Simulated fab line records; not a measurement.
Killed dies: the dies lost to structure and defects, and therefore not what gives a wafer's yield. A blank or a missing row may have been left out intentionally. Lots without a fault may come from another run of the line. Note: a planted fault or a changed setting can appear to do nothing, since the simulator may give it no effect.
Struck lot and sound lot, side by side || flow n5Finfet || 15 out of 1938 route steps
Sound: the wafers L896.2, L896.3, L896.6. Struck: wafer L901.1 (left out: L901.2, L901.4 of the same lot, which were not struck); the cause appears at the end.
At each step with rows: each side's tool, then ch and its chambers, then its first start. Under that, the readings that differ: sound wafers || struck wafers || difference of the means || sigmas: that difference in standard deviations of wafers without a fault.
alike: words and numbers the same on both sides, and readings whose means are apart by under 2 such deviations; not compared: readings that were withheld, readings missing a value for some wafer, numbers with overlapping values and no deviation given by the record, and bounds like >300 which may hide the same value.
The two part at a step that has a row with sigmas, a row that says differs or no value, or rows on one side only. Numbers that don't overlap but have no deviation are shown without sigmas and don't part them. Lack of a reading on every wafer of one side parts them only where that side has two or more wafers.

first, 1 step without rows for these wafers: N5_BEOL_M13_HARDBAKE_32 (time 120 s).
N5_BEOL_M13_CD_MEAS_28: the cd target is 209.5 nm.
  sound on cdSem-03 ch 0, day 14 09:23; struck on cdSem-03 ch 0, day 15 16:39
  alike: cdNm
N5_BEOL_M13_OVL_MEAS_29:
  sound on overlay-02 ch 0, day 14 09:25; struck on overlay-02 ch 0, day 15 16:41
  alike: M13_OVL
N5_BEOL_M13_INSPECT_30: inspects for defects (macro).
  sound on defectInspect-01 at day 14 09:26; struck on defectInspect-02 at day 15 16:42
{"reading": "rawDefectCount", "sound": "4 0 2", "struck": 5, "difference": "+3", "sigmas": "+2"}
N5_BEOL_M13_DESCUM_33: chemistry O2, time 7.9 s.
  sound on rieDiel-05 ch 1,2, day 14 09:28; struck on rieDiel-04 ch 2, day 15 16:47
  alike: drypumpMotorCurrentA, o2FlowSccm, oesProductAu, rfVppV, showerheadPlenumPTorr, throttleValvePct
  not compared: rfHoursCounterH
N5_BEOL_M13_ETCH_67: etches SiARC in CF4, target depth 143 nm, time 238.3 s.
  sound on rieDiel-05 ch 1,2, day 14 09:31; struck on rieDiel-04 ch 2, day 15 16:49
  alike: drypumpMotorCurrentA, etchRfOnTimeS, oesProductAu, rfVppV, showerheadPlenumPTorr, throttleValvePct
  not compared: rfHoursCounterH
N5_BEOL_M13_ETCH_68: etches SOC in N2/H2, time 355 s.
  sound on rieDiel-05 ch 1,2, day 14 09:39; struck on rieDiel-04 ch 2, day 15 16:58
  alike: drypumpMotorCurrentA, oesProductAu, rfVppV, showerheadPlenumPTorr, throttleValvePct
  not compared: rfHoursCounterH
then, 1 step without rows for these wafers: N5_BEOL_M13_STRIP_69 (strips in N2/H2).
N5_BEOL_M13_TRENCH_ETCH_34: etches SiOC in C4F8/O2/Ar, target depth 413.47 nm, time 162.6 s.
  sound on rieDiel-05 ch 1,2, day 14 09:52; struck on rieDiel-04 ch 2, day 15 17:11
  alike: drypumpMotorCurrentA, heOuterTorr, oesProductAu, rfVppV, showerheadPlenumPTorr, throttleValvePct
  not compared: rfHoursCounterH
then, 1 step without rows for these wafers: N5_BEOL_M13_STRIP_70 (strips in C4F8/O2/Ar).
N5_BEOL_M13_OCD_MEAS_35:
  sound on ocd-02 at day 14 10:03; struck on ocd-01 at day 15 17:22
  alike: trenchDepthNm
N5_BEOL_M13_STRIP_37: strips in N2/H2.
  sound on plasmaAsher-01 ch 0,1, day 14 10:05; struck on plasmaAsher-02 ch 0, day 15 17:24
{"reading": "heaterPowerW (W)", "sound": "309 316 318", "struck": 294, "difference": -20, "sigmas": -3}
  alike: drypumpMotorCurrentA, oesProductAu
  not compared: rfHoursCounterH
N5_BEOL_M13_ETCH_38: etches SiCN in CF4/N2, target depth 67.5 nm, time 71.9 s.
  sound on rieDiel-05 ch 1,2,3, day 14 13:42; struck on rieDiel-05 ch 2, day 15 17:51
{"reading": "oesProductAu (a.u.)", "sound": "0.80 0.84 0.81", "struck": 0.64, "difference": -0.18, "sigmas": -2}
{"reading": "model.etch.depthNm (nm)", "sound": "56.03 56.01 53.32", "struck": 36.53, "difference": -18.59, "sigmas": ""}
  alike: drypumpMotorCurrentA, rfVppV, showerheadPlenumPTorr, throttleValvePct
  not compared: rfHoursCounterH
then, 1 step without rows for these wafers: N5_BEOL_M13_PRECLEAN_39 (cleans in residue remover, time 60 s).
N5_PASSIVATION_PROBE_49:
  sound on prober-01 at day 15 18:20; struck on prober-02 at day 17 00:43
{"reading": "killed_at_M4_up", "sound": "9 6 1", "struck": 21, "difference": "+16", "sigmas": "+3"}
{"reading": "sort_bin_6_memory (%)", "sound": "3.0 2.1 2.9", "struck": 4.3, "difference": "+1.6", "sigmas": "+3"}
  alike: defectLimitedYield, killed_at_M0_to_M3, killedAtContacts, killedAtFrontEnd, killedAtOther, killedDies, killedOpen, killedShort, sort_bin_4_leakage, sort_bin_5_function, sort_bin_8_speed, sortNPass

WHERE THEY PART
First at N5_BEOL_M13_INSPECT_30; last, within this record, at N5_PASSIVATION_PROBE_49.

WHY: whatever the simulator had introduced
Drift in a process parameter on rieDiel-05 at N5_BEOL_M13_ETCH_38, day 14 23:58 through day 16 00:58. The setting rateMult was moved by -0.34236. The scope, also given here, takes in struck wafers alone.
